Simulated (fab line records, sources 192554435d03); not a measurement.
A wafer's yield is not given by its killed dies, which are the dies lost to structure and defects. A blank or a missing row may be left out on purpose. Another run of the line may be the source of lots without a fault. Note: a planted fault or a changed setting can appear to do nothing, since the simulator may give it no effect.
Comparing a struck lot with a sound one + flow n5Finfet + 33 steps out of a route of 1938
Sound: the wafers L729.3, L729.5, L729.6. Wafers struck: L711.1, L711.2, L711.5. The cause comes at the end.
Per side, at each step with rows, come the tool, then ch with its chambers, and then its first start. Under that, the readings that differ: sound wafers + struck wafers + difference of the means + sigmas: that difference in standard deviations of wafers without a fault.
alike: a reading whose means differ by less than 2 such deviations, as well as words and numbers matching on both sides. not compared: withheld readings; readings where some wafer has no value; bounds like >300 that might hide an equal value; numbers whose values overlap and for which the record gives no deviation.
Wherever a step has rows on one side only, a row that says differs or no value, or a row with sigmas, the two part there. Numbers that have no deviation but don't overlap get no sigmas and don't part them. Lack of a reading on every wafer of one side parts them only where that side has two or more wafers.

N5_BEOL_M11_ALD_74: deposits TaN, target thk 2 nm, pulse time 2 s, purge time 3 s.
  sound on aldMetal-04 ch 0,2,3, day 17 06:55; struck on aldMetal-04 ch 2,3, day 12 12:42
  alike: heaterPowerW, precursorVesselCarrierSccm
N5_BEOL_M11_SURFACE_TREAT_76:
  struck on pvdSputter-01, day 12 13:03; sound on pvdSputter-01, day 17 07:16
  not compared: throttleValvePct
then, 3 steps without rows for these wafers: N5_BEOL_M11_CVD_75 (deposits Co from CCTBA/H2, target thk 2 nm, time 138.9 s); N5_BEOL_M11_SPUTTER_48 (material Cu, target thk 12 nm, time 2 s); N5_BEOL_M11_ECD_50 (material Cu, target thk 318 nm).
N5_BEOL_M11_ANNEAL_51: time 90 s.
  sound on rtpAnneal-02 ch 0, day 17 07:53; struck on rtpAnneal-01 ch 0, day 12 13:31
  alike: wafer_temp_C_max
then, 1 step without rows for these wafers: N5_BEOL_M11_CMP_52 (polishes, stops on SiCOH lowk, t overpolish 7 s, target thk 140 nm).
N5_BEOL_M11_THK_MEAS_53: measures by xrf.
  struck on filmMetro-01, day 12 14:07; sound on filmMetro-02, day 17 08:23
  alike: M11_THK
then, 1 step without rows for these wafers: N5_BEOL_M11_PRE_CLEAN_55 (time 15 s).
N5_BEOL_M11_DEP_56: deposits SiCN from 3MS/NH3, target thk 30 nm, time 10.5 s.
  sound on pecvd-02 ch 0,2, day 17 08:27; struck on pecvd-04 ch 1,2, day 12 14:11
| reading                      | sound             | struck            | difference | sigmas |
|------------------------------|-------------------|-------------------|------------|--------|
| showerheadPlenumPTorr (Torr) | 4.188 4.183 4.169 | 4.145 4.136 4.134 | -0.042     | -2     |
  alike: chamberPressureTorr, rfFwdPowerW, throttleValvePct
N5_BEOL_M11_RS_MEAS_57: the measuring method here is four-point-probe.
  struck on filmMetro-02, day 12 14:15; sound on filmMetro-02, day 17 08:31
  alike: M11_RS
N5_BEOL_M11_INSPECT_58: inspects for defects (darkfield).
  struck on defectInspect-01, day 12 14:16; sound on defectInspect-01, day 17 08:32
  alike: rawDefectCount
N5_BEOL_M12_ILD_DEP_00: deposits SiOC from DEMS/O2, target thk 658.92 nm, time 130.7 s.
  sound on pecvd-02 ch 0,2, day 17 08:35; struck on pecvd-03 ch 0,2, day 12 14:19
  no value came back on the struck wafers for any of 6 readings (chamberPressureTorr (Torr), heaterPowerOuterW (W) and others); on the sound wafers chamberPressureTorr (Torr) reads 5.007 5.003 5.028
then, 8 steps without rows for these wafers: N5_BEOL_M12_COAT_58 (time 60 s, resist thk 89 nm); N5_BEOL_M12_COAT_04 (resist thk 400 nm); N5_BEOL_M12_EBR_06; N5_BEOL_M12_SOFTBAKE_05 (time 60 s); N5_BEOL_M12_EXPOSE_07 (exposes mask V11); N5_BEOL_M12_PEB_08 (peb time 90 s); N5_BEOL_M12_DEVELOP_09 (develop time 45 s); N5_BEOL_M12_HARDBAKE_14 (time 120 s).
N5_BEOL_M12_CD_MEAS_10 targets a cd of 140 nm.
  sound on cdSem-02 ch 0, day 17 09:08; struck on cdSem-01 ch 0, day 12 14:44
  alike: cdNm
N5_BEOL_M12_OVL_MEAS_11:
  sound on overlay-02 ch 0, day 17 09:10; struck on overlay-01 ch 0, day 12 14:46
  alike: V11_OVL
N5_BEOL_M12_INSPECT_12: inspects for defects (macro).
  struck on defectInspect-02, day 12 14:48; sound on defectInspect-02, day 17 09:11
  alike: rawDefectCount
then, 1 step without rows for these wafers: N5_BEOL_M12_DESCUM_15 (chemistry O2, time 7.9 s).
N5_BEOL_M12_ETCH_59: etches BARC in N2/H2, target depth 89 nm, overetch 26.7 nm, time 67.9 s.
  sound on rieDiel-03 ch 2,3, day 17 09:21; struck on rieDiel-06 ch 0,3, day 12 14:58
| reading                      | sound             | struck            | difference | sigmas |
|------------------------------|-------------------|-------------------|------------|--------|
| rfVppV (V)                   | 528.3 528.3 526.2 | 520.7 522.3 519.9 | -6.6       | -2     |
| showerheadPlenumPTorr (Torr) | 2.67 2.63 2.67    | 2.44 2.47 2.44    | -0.21      | -2     |
  alike: drypumpMotorCurrentA, oesProductAu, throttleValvePct
  not compared: rfHoursCounterH
N5_BEOL_M12_VIA_ETCH_16: etches SiOC in C4F8/O2/Ar, target depth 724.8 nm.
  sound on rieDiel-03 ch 2,3, day 17 09:24; struck on rieDiel-06 ch 0,3, day 12 15:01
| reading                                   | sound             | struck          | difference | sigmas |
|-------------------------------------------|-------------------|-----------------|------------|--------|
| oesProductAu (a.u.)                       | 0.73 0.68 0.73    | 0.27 0.32 0.28  | -0.42      | -5     |
| rfVppV (V)                                | 670 670 671       | 661 664 661     | -8         | -2     |
| showerheadPlenumPTorr (Torr)              | 3.60 3.55 3.60    | 3.28 3.34 3.28  | -0.28      | -2     |
| model.etch.depthNm (nm)                   | 657.3 665.3 662.4 | 0 0 0           | -662       |        |
| model.coat_of_BEOL_M12_COAT_04.thkNm (nm) | 127 127.2 124.8   | 316.8 313.4 316 | +189.1     |        |
  alike: O2_flow_sccm, drypumpMotorCurrentA, throttleValvePct
N5_BEOL_M12_STRIP_63: strips in N2/H2.
  sound on plasmaAsher-02 ch 0,1, day 17 09:37; struck on plasmaAsher-01 ch 0,1, day 12 15:13
| reading                  | sound             | struck            | difference | sigmas |
|--------------------------|-------------------|-------------------|------------|--------|
| drypumpMotorCurrentA (A) | 6.39 6.11 6.39    | 5.90 5.71 5.88    | -0.47      | -2     |
| oesProductAu (a.u.)      | 0.689 0.700 0.693 | 0.861 0.854 0.856 | +0.163     | +34    |
| stripTimeToEndpointS (s) | 43.6 43.6 43.0    | 92.2 91.4 92.0    | +48.5      | +62    |
  alike: heaterPowerW
  not compared: rfHoursCounterH
then, 3 steps without rows for these wafers: N5_BEOL_M12_STRIP_64 (strips in N2/H2); N5_BEOL_M12_STRIP_71 (strips in post etch residue remover, time 60 s); N5_BEOL_M12_SRD_72 (time 30 s, dry time 30 s).
N5_BEOL_M12_CD_MEAS_17 targets a cd of 140 nm.
  struck on cdSem-01, day 12 15:26; sound on cdSem-02, day 17 09:49
| reading   | sound             | struck | difference                    | sigmas |
|-----------|-------------------|--------|-------------------------------|--------|
| cdNm (nm) | 145.5 142.0 143.5 | - - -  | no value on the struck wafers |        |
then, 1 step without rows for these wafers: N5_BEOL_M12_COAT_65 (time 60 s, resist thk 300 nm).

## WHERE THEY PART
First at N5_BEOL_M11_DEP_56; last, within this record, at N5_BEOL_M12_CD_MEAS_17.

WHY: the cause the simulator had injected
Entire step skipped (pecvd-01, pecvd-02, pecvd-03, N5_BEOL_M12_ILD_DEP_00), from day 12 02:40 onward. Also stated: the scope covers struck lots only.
